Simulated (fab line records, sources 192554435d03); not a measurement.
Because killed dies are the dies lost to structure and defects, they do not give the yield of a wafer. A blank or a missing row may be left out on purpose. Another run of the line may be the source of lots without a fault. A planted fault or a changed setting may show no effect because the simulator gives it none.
Split-lot experiment :: flow n5Finfet :: 21 wafers read across 7 lots, on a route 1938 steps long

## THE SPLIT ITSELF
At N5_WELL_APT_COAT_02 (resist thk 950 nm), the setting spinRpm was moved away from the recipe's 1357 rpm on 2 of the 21 wafers read, by -8.6% to +3.9%. All remaining wafers had this setting at the recipe value.

The split's own step is where the reading is taken.

## THE READING
coat_of_WELL_APT_COAT_02.thkNm (the simulator's own value, which no gauge read), in nm, at N5_WELL_APT_COAT_02 (resist thk 950 nm). No usual value for it is given in the file. Here, 19 wafers ran the recipe; their average is 950.2 nm with a standard deviation of 3 nm.

wafer: L078.1
tool, chamber at the split: lithoTrack-02, 0
spinRpm as run, rpm: 1357
against the recipe: recipe
coat_of_WELL_APT_COAT_02.thkNm, nm: 951.4
against lot-mates on the recipe: -

wafer: L078.4
tool, chamber at the split: lithoTrack-02, 0
spinRpm as run, rpm: 1357
against the recipe: recipe
coat_of_WELL_APT_COAT_02.thkNm, nm: 951
against lot-mates on the recipe: -

wafer: L078.5
tool, chamber at the split: lithoTrack-02, 0
spinRpm as run, rpm: 1357
against the recipe: recipe
coat_of_WELL_APT_COAT_02.thkNm, nm: 949.3
against lot-mates on the recipe: -

wafer: L080.3
tool, chamber at the split: lithoTrack-02, 0
spinRpm as run, rpm: 1357
against the recipe: recipe
coat_of_WELL_APT_COAT_02.thkNm, nm: 954.8
against lot-mates on the recipe: -

wafer: L080.4
tool, chamber at the split: lithoTrack-02, 0
spinRpm as run, rpm: 1357
against the recipe: recipe
coat_of_WELL_APT_COAT_02.thkNm, nm: 953.4
against lot-mates on the recipe: -

wafer: L080.6
tool, chamber at the split: lithoTrack-02, 0
spinRpm as run, rpm: 1240
against the recipe: -8.6%
coat_of_WELL_APT_COAT_02.thkNm, nm: 998.1
against lot-mates on the recipe: +44.0

wafer: L081.2
tool, chamber at the split: lithoTrack-01, 0
spinRpm as run, rpm: 1357
against the recipe: recipe
coat_of_WELL_APT_COAT_02.thkNm, nm: 954
against lot-mates on the recipe: -

wafer: L081.3
tool, chamber at the split: lithoTrack-01, 0
spinRpm as run, rpm: 1357
against the recipe: recipe
coat_of_WELL_APT_COAT_02.thkNm, nm: 951.3
against lot-mates on the recipe: -

wafer: L081.5
tool, chamber at the split: lithoTrack-01, 0
spinRpm as run, rpm: 1357
against the recipe: recipe
coat_of_WELL_APT_COAT_02.thkNm, nm: 950.1
against lot-mates on the recipe: -

wafer: L088.1
tool, chamber at the split: lithoTrack-05, 0
spinRpm as run, rpm: 1357
against the recipe: recipe
coat_of_WELL_APT_COAT_02.thkNm, nm: 951.6
against lot-mates on the recipe: -

wafer: L088.3
tool, chamber at the split: lithoTrack-05, 0
spinRpm as run, rpm: 1357
against the recipe: recipe
coat_of_WELL_APT_COAT_02.thkNm, nm: 953.3
against lot-mates on the recipe: -

wafer: L088.5
tool, chamber at the split: lithoTrack-05, 0
spinRpm as run, rpm: 1357
against the recipe: recipe
coat_of_WELL_APT_COAT_02.thkNm, nm: 950.8
against lot-mates on the recipe: -

wafer: L091.1
tool, chamber at the split: lithoTrack-05, 0
spinRpm as run, rpm: 1357
against the recipe: recipe
coat_of_WELL_APT_COAT_02.thkNm, nm: 945.3
against lot-mates on the recipe: -

wafer: L091.2
tool, chamber at the split: lithoTrack-05, 0
spinRpm as run, rpm: 1357
against the recipe: recipe
coat_of_WELL_APT_COAT_02.thkNm, nm: 944
against lot-mates on the recipe: -

wafer: L091.6
tool, chamber at the split: lithoTrack-05, 0
spinRpm as run, rpm: 1357
against the recipe: recipe
coat_of_WELL_APT_COAT_02.thkNm, nm: 944.3
against lot-mates on the recipe: -

wafer: L093.1
tool, chamber at the split: lithoTrack-01, 0
spinRpm as run, rpm: 1357
against the recipe: recipe
coat_of_WELL_APT_COAT_02.thkNm, nm: 947
against lot-mates on the recipe: -

wafer: L093.2
tool, chamber at the split: lithoTrack-01, 0
spinRpm as run, rpm: 1357
against the recipe: recipe
coat_of_WELL_APT_COAT_02.thkNm, nm: 950.9
against lot-mates on the recipe: -

wafer: L093.4
tool, chamber at the split: lithoTrack-01, 0
spinRpm as run, rpm: 1357
against the recipe: recipe
coat_of_WELL_APT_COAT_02.thkNm, nm: 949
against lot-mates on the recipe: -

wafer: L096.2
tool, chamber at the split: lithoTrack-02, 0
spinRpm as run, rpm: 1357
against the recipe: recipe
coat_of_WELL_APT_COAT_02.thkNm, nm: 951.1
against lot-mates on the recipe: -

wafer: L096.5
tool, chamber at the split: lithoTrack-02, 0
spinRpm as run, rpm: 1410
against the recipe: +3.9%
coat_of_WELL_APT_COAT_02.thkNm, nm: 931.7
against lot-mates on the recipe: -19.0

wafer: L096.6
tool, chamber at the split: lithoTrack-02, 0
spinRpm as run, rpm: 1357
against the recipe: recipe
coat_of_WELL_APT_COAT_02.thkNm, nm: 950.4
against lot-mates on the recipe: -

FIT RESULTS
A straight line over all 21 wafers: coat_of_WELL_APT_COAT_02.thkNm changes by -5.41 nm for each +1% of spinRpm; r = -0.97; the points scatter about the line by 3.1 nm.
The same after taking each lot's own level away (the mean of its wafers on the recipe; 21 wafers): -5.06 nm for each +1%; r = -0.99; scatter 1.1 nm.
That fit puts the effect of the largest move of spinRpm on the reading at 44 nm.
From 944.53 to 954.10 nm: that is the span of the lots' own levels, equal to 3.2 times the standard deviation above.
Hence the lot-to-lot level has little effect on the slope; both slopes agree.
Check: for one of the wafers moved furthest among these (-8.6%), held out of the fit, the line's prediction against its lot-mates is +42.1 nm. It came out at +44 nm against them.

## OTHER SPLITS APPLIED TO THESE WAFERS
These wafers also went through other splits before the reading. Each is held against what the fit with the lots' levels taken away leaves over:
other split on the same wafers: N5_ZERO_LAYER_COAT_05 spinRpm
wafers away from the commonest value: 10
r with coat_of_WELL_APT_COAT_02.thkNm (lot level and that fit taken away): -0.21

other split on the same wafers: N5_ZERO_LAYER_DEVELOP_10 developTimeS
wafers away from the commonest value: 7
r with coat_of_WELL_APT_COAT_02.thkNm (lot level and that fit taken away): -0.01

## THE FILE'S OWN FIT
coat_of_WELL_APT_COAT_02.thkNm changes by -5.06 nm for each +1% of spinRpm, r = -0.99.
